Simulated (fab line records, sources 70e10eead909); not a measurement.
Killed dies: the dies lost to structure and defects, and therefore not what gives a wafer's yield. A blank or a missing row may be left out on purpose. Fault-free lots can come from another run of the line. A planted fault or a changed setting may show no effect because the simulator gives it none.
Chamber matching | flow nand-harc | NHARC_A_SLIT_DEP_25 on pecvd-03 has 3 sister chambers
The step deposits SiO2, target thk 200 nm. 6 wafers are shown with their chamber, then 12 later ones without.

WAFERS WITH THEIR CHAMBER
wafer  | chamber | throttle-valve-pct (%) | heater-power-w (W)
L083.1 | 0       | 16.6                   | 516
L083.5 | 2       | 15.0                   | 434
L083.6 | 1       | 16.7                   | 494
L089.3 | 1       | 16.5                   | 510
L089.4 | 2       | 15.3                   | 430
L089.6 | 0       | 16.7                   | 594

WAFERS WHOSE CHAMBER IS MISSING
wafer  | throttle-valve-pct (%) | heater-power-w (W)
L090.2 | 16.7                   | 595
L090.4 | 15.2                   | 460
L090.5 | 16.8                   | 598
L091.3 | 16.4                   | 445
L091.4 | 15.3                   | 356
L091.5 | 16.8                   | 465
L093.1 | 16.6                   | 631
L093.2 | 16.8                   | 487
L093.5 | 16.7                   | 484
L096.1 | 16.4                   | 506
L096.3 | 16.6                   | 603
L096.5 | 16.7                   | 623

WHICH CHAMBER EACH ONE RAN IN
wafer  | from the rows above     | in truth
L090.2 | can't be placed: 0 or 1 | 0
L090.4 | 2                       | 2
L090.5 | can't be placed: 0 or 1 | 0
L091.3 | can't be placed: 1 or 0 | 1
L091.4 | 2                       | 2
L091.5 | can't be placed: 1 or 0 | 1
L093.1 | can't be placed: 0 or 1 | 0
L093.2 | can't be placed: 1 or 0 | 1
L093.5 | can't be placed: 1 or 0 | 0
L096.1 | can't be placed: 1 or 0 | 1
L096.3 | can't be placed: 0 or 1 | 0
L096.5 | can't be placed: 0 or 1 | 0
Correctly placed: 2 of 12. Not placeable from these rows: 10 (in 10, the candidates include the true chamber). Placed wrongly: 0.
How it was worked out, from the rows above alone: a wafer's distance from a chamber is the root of the sum, over the readings, of the square of ((its reading less the chamber's mean) divided by the reading's scatter). The wafer belongs to the nearest chamber; if the next one is less than 2 further off, it can't be placed. A chamber's mean is the mean of its shown wafers. How the scatter is found: for the shown wafers, subtract from each reading the mean of its chamber, square and add these, divide the total by (wafers less chambers), then take the root.
